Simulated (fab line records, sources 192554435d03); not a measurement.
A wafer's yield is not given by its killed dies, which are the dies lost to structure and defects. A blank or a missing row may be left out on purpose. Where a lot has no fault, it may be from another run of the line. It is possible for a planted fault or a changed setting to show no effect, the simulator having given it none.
Matching of chambers	flow n5_finfet	3 sister chambers for N5_BEOL_M6_CURE_74 on uv_cure-02
The step cures SiCOH lowk, time 240 s. 5 wafers are shown with their chamber, then 8 later ones without.

== WAFERS WITH THEIR CHAMBER ==
wafer	chamber	wafer_temp_C_max	lamp_power_pct (%)
L080.3	2	387.1	52.29
L080.6	2	387.3	52.40
L090.4	0	386.8	52.32
L090.5	0	386.4	52.37
L092.1	1	386.1	52.34

== WAFERS WITHOUT THEIR CHAMBER ==
wafer	wafer_temp_C_max	lamp_power_pct (%)
L092.2	386.6	52.34
L092.5	386.7	52.21
L095.1	386.3	52.27
L095.4	386.1	52.27
L095.6	386.1	52.38
L096.3	387.2	52.41
L096.5	387.1	52.33
L096.6	387.2	52.32

== EACH ONE'S CHAMBER ==
wafer	from the rows above	in truth
L092.2	0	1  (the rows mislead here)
L092.5	can't be placed: 0 or 2 or 1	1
L095.1	can't be placed: 1 or 0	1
L095.4	can't be placed: 1 or 0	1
L095.6	can't be placed: 1 or 0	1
L096.3	can't be placed: 2 or 0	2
L096.5	can't be placed: 2 or 0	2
L096.6	2	2
Placed correctly: 1 of 8. Not placeable from these rows: 6 (in 6, the candidates include the true chamber). Wrongly placed: 1.
How it was worked out, from the rows above alone: a wafer's distance from a chamber is the root of the sum, over the readings, of the square of ((its reading less the chamber's mean) divided by the reading's scatter). The wafer belongs to the nearest chamber; if the next one is less than 2 further off, it can't be placed. The mean given for a chamber averages the wafers shown for that chamber. How the scatter is found: for the shown wafers, subtract from each reading the mean of its chamber, square and add these, divide the total by (wafers less chambers), then take the root.
